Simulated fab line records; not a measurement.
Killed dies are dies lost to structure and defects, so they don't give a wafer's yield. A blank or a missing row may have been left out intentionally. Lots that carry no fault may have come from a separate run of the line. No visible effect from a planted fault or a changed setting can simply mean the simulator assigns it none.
What tool caused it? | flow nandHarc | 33 wafers from 11 lots sampled at 4 of the route's 1159 steps

## WHAT THE GAUGES SHOWED, per wafer
The record lacks any reading of a measuring or inspecting step that a usual standard deviation could be used to judge.

## WHICH TOOL RAN EACH LOT (tool, then ch and the chambers of the sampled wafers, then the start)
lot  | NHARC_A_CONTACT_ETCH_126           | NHARC_A_CONTACT_ETCH_91           | NHARC_A_CONTACT_ETCH_106          | NHARC_A_CONTACT_STRIP_82
L101 | harCapEtch-02 ch 0,1, day 16 17:49 | rieDiel-09 ch 1,2,3, day 16 19:31 | rieDiel-09 ch 0,3, day 16 20:03   | rieDiel-09 ch 1,2,3, no start
L100 | harCapEtch-02 ch 0,1, day 17 03:31 | rieDiel-03 ch 0,1,2, day 17 05:05 | rieDiel-03 ch 2,3, day 17 05:46   | rieDiel-03 ch 2,3, no start
L105 | harCapEtch-02 ch 0,1, day 17 19:35 | rieDiel-03 ch 0,1,2, day 17 21:08 | rieDiel-03 ch 0,1,3, day 17 21:40 | rieDiel-03 ch 0,2,3, no start
L106 | harCapEtch-01 ch 0,1, day 18 00:25 | rieDiel-02 ch 2,3, day 18 01:55   | rieDiel-03 ch 0,2,3, day 18 02:46 | rieDiel-03 ch 0,1,2, no start
L103 | harCapEtch-01 ch 0,1, day 18 05:16 | rieDiel-03 ch 1,2, day 18 06:50   | rieDiel-09 ch 2,3, day 18 07:20   | rieDiel-09 ch 0,1,2, no start
L104 | harCapEtch-01 ch 0,1, day 18 14:47 | rieDiel-09 ch 1,2,3, day 18 16:20 | rieDiel-09 ch 0,2,3, day 18 16:59 | rieDiel-09 ch 0,1,3, no start
L107 | harCapEtch-02 ch 0,1, day 18 16:28 | rieDiel-02 ch 0,2, day 18 18:02   | rieDiel-02 ch 0,1,2, day 18 18:37 | rieDiel-02 ch 2,3, no start
L114 | harCapEtch-01 ch 0,1, day 19 18:43 | rieDiel-03 ch 1,2, day 19 20:13   | rieDiel-09 ch 0,1,2, day 19 20:45 | rieDiel-09 ch 0,1,3, no start
L119 | harCapEtch-01 ch 0,1, day 21 14:43 | rieDiel-09 ch 0,1,3, day 21 16:15 | rieDiel-03 ch 0,3, day 21 16:53   | rieDiel-03 ch 1,2,3, no start
L120 | harCapEtch-03 ch 0,1, day 21 16:40 | rieDiel-02 ch 0,1, day 21 18:13   | rieDiel-09 ch 0,1,3, day 21 18:49 | rieDiel-09 ch 1,2, no start
L123 | harCapEtch-01 ch 0,1, day 22 22:48 | rieDiel-09 ch 0,2,3, day 23 00:22 | rieDiel-02 ch 0,1,3, day 23 00:58 | rieDiel-02 ch 0,2,3, no start
- NHARC_A_CONTACT_ETCH_126: etches the open film in C4F8/O2/Ar, time 155 s, target depth 956 nm.
- NHARC_A_CONTACT_ETCH_91: etches the open film in CH3F/O2, target depth 40 nm, time 85.7 s.
- NHARC_A_CONTACT_ETCH_106: etches the open film in CF4/O2, target depth 60 nm, overetch 6 nm, time 33 s.
- NHARC_A_CONTACT_STRIP_82: strips in O2.

## WHAT THE TOOLS THEMSELVES READ (means of the sampled wafers that have a number; where no wafer has one, the mark that the record gives instead)
NHARC_A_CONTACT_ETCH_91. Usual: drypumpMotorCurrentA 5.83 A, standard deviation 0.28; oesProductAu 0.938 a.u., standard deviation 0.027; rfVppV 244.2 V, standard deviation 1.7; runLengthS 107.1 s, standard deviation 0.34; showerheadPlenumPTorr 2.45 Torr, standard deviation 0.12; throttleValvePct 20.663 %, standard deviation 0.0096.
lot  | tool       | drypumpMotorCurrentA (A) | oesProductAu (a.u.) | rfVppV (V) | runLengthS (s) | showerheadPlenumPTorr (Torr) | throttleValvePct (%) | flag
L101 | rieDiel-09 | 5.87                     | 0.936               | 242.6      | 107.0          | 2.36                         | 20.664               | 
L100 | rieDiel-03 | 5.81                     | 0.924               | 244.6      | 106.9          | 2.48                         | 20.659               | 
L105 | rieDiel-03 | 5.81                     | 0.998               | 243.7      | 107.0          | 2.48                         | 20.659               | 
L106 | rieDiel-02 | 6.20                     | 0.925               | 245.5      | 107.5          | 2.56                         | 20.655               | 
L103 | rieDiel-03 | 5.80                     | 1.002               | 245.4      | 107.1          | 2.51                         | 20.673               | 
L104 | rieDiel-09 | 5.87                     | 0.921               | 243.9      | 107.2          | 2.36                         | 20.666               | 
L107 | rieDiel-02 | 5.87                     | 0.932               | 243.4      | 106.9          | 2.37                         | 20.659               | 
L114 | rieDiel-03 | 5.81                     | 0.918               | 244.7      | 85.9           | 2.50                         | 20.659               | OFF
L119 | rieDiel-09 | 5.78                     | 0.927               | 243.0      | 107.1          | 2.38                         | 20.660               | 
L120 | rieDiel-02 | 5.88                     | 0.927               | 244.7      | 107.1          | 2.45                         | 20.661               | 
L123 | rieDiel-09 | 5.96                     | 0.940               | 245.0      | 107.1          | 2.48                         | 20.656               | 

NHARC_A_CONTACT_ETCH_106. Usual: drypumpMotorCurrentA 5.8 A, standard deviation 0.33; oesProductAu 1.000 a.u., standard deviation 0.0094; rfVppV 197.7 V, standard deviation 1.5; runLengthS 54.3 s, standard deviation 0.41; showerheadPlenumPTorr 1.33 Torr, standard deviation 0.066; throttleValvePct 13.398 %, standard deviation 0.0088.
lot  | tool       | drypumpMotorCurrentA (A) | oesProductAu (a.u.) | rfVppV (V) | runLengthS (s) | showerheadPlenumPTorr (Torr) | throttleValvePct (%) | flag
L101 | rieDiel-09 | 5.9                      | 0.995               | 196.5      | 54.4           | 1.30                         | 13.395               | 
L100 | rieDiel-03 | 5.8                      | 0.989               | 198.7      | 54.2           | 1.34                         | 13.396               | 
L105 | rieDiel-03 | 5.7                      | 1.003               | 198.4      | 53.8           | 1.31                         | 13.403               | 
L106 | rieDiel-03 | 5.8                      | 1.004               | 197.8      | 54.1           | 1.32                         | 13.391               | 
L103 | rieDiel-09 | 6.0                      | 0.986               | 196.6      | 54.7           | 1.27                         | 13.397               | 
L104 | rieDiel-09 | 6.0                      | 0.999               | 196.6      | 54.6           | 1.28                         | 13.394               | 
L107 | rieDiel-02 | 5.7                      | 1.007               | 197.7      | 54.2           | 1.34                         | 13.396               | 
L114 | rieDiel-09 | 5.8                      | 1.003               | 196.1      | 54.4           | 1.32                         | 13.392               | 
L119 | rieDiel-03 | 5.8                      | 1.002               | 196.4      | 53.8           | 1.28                         | 13.402               | 
L120 | rieDiel-09 | 5.8                      | 0.995               | 197.0      | 54.5           | 1.29                         | 13.401               | 
L123 | rieDiel-02 | 6.0                      | 1.002               | 198.2      | 54.5           | 1.38                         | 13.396               | 

NHARC_A_CONTACT_STRIP_82. Usual: drypumpMotorCurrentA 5.8 A, standard deviation 0.33; oesProductAu 1.000 a.u., standard deviation 0.0088; rfVppV 57.8 V, standard deviation 0.89; showerheadPlenumPTorr 3.52 Torr, standard deviation 0.16; throttleValvePct 17.036 %, standard deviation 0.01.
lot  | tool       | drypumpMotorCurrentA (A) | oesProductAu (a.u.) | rfVppV (V) | showerheadPlenumPTorr (Torr) | throttleValvePct (%) | flag
L101 | rieDiel-09 | 5.9                      | 0.999               | 57.6       | 3.39                         | 17.048               | 
L100 | rieDiel-03 | 5.8                      | 0.994               | 57.3       | 3.55                         | 17.030               | 
L105 | rieDiel-03 | 5.8                      | 0.999               | 57.2       | 3.50                         | 17.040               | 
L106 | rieDiel-03 | 5.8                      | 1.002               | 58.1       | 3.56                         | 17.045               | 
L103 | rieDiel-09 | 5.8                      | 1.001               | 56.8       | 3.32                         | 17.040               | 
L104 | rieDiel-09 | 5.8                      | 1.002               | 57.3       | 3.42                         | 17.027               | 
L107 | rieDiel-02 | 6.2                      | 1.002               | 57.6       | 3.66                         | 17.040               | 
L114 | rieDiel-09 | 5.8                      | 0.996               | 57.6       | 3.42                         | 17.037               | 
L119 | rieDiel-03 | 5.8                      | 1.001               | 58.3       | 3.49                         | 17.035               | 
L120 | rieDiel-09 | 5.8                      | 1.003               | 57.6       | 3.64                         | 17.035               | 
L123 | rieDiel-02 | 6.1                      | 1.006               | 57.8       | 3.52                         | 17.040               | 

## THE ANSWER, worked out from the rows above alone
Rule: lot off if the mean of its wafers having a number is beyond 3 standard deviations from the usual mean. A lot without any number at a reading at which 4 lots or more have one is off too. Where the step has rows for the other lots, those lots are counted as sound. The gauges are gone through in route order, then the tools' own readings, and for those a lot's mean is taken as printed above. At the first step where some lot is off, the reading lying furthest off is the one used; lots without a number count as furthest.
Off, at NHARC_A_CONTACT_ETCH_91 on runLengthS: L114.
If a tool, at that step or one of the process steps before it, ran each lot that is off and ran no sound lot following the first of them, it fits. One fits: NHARC_A_CONTACT_ETCH_91 on rieDiel-03. Its last sound lot is L103 (day 18 06:50), its first lot that is off L114 (day 19 20:13): a fault that began between those two fits.
The tool's own readings at NHARC_A_CONTACT_ETCH_91 bear it out: on the lots that are off they differ by more than 5 times the standard deviation of the sound lots' means. runLengthS reads 85.9 s there against 107.1 s on the sound lots.

## WHAT THE SIMULATOR HAD PUT IN
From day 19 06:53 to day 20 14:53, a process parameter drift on rieDiel-03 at NHARC_A_CONTACT_ETCH_91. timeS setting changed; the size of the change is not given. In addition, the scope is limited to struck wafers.
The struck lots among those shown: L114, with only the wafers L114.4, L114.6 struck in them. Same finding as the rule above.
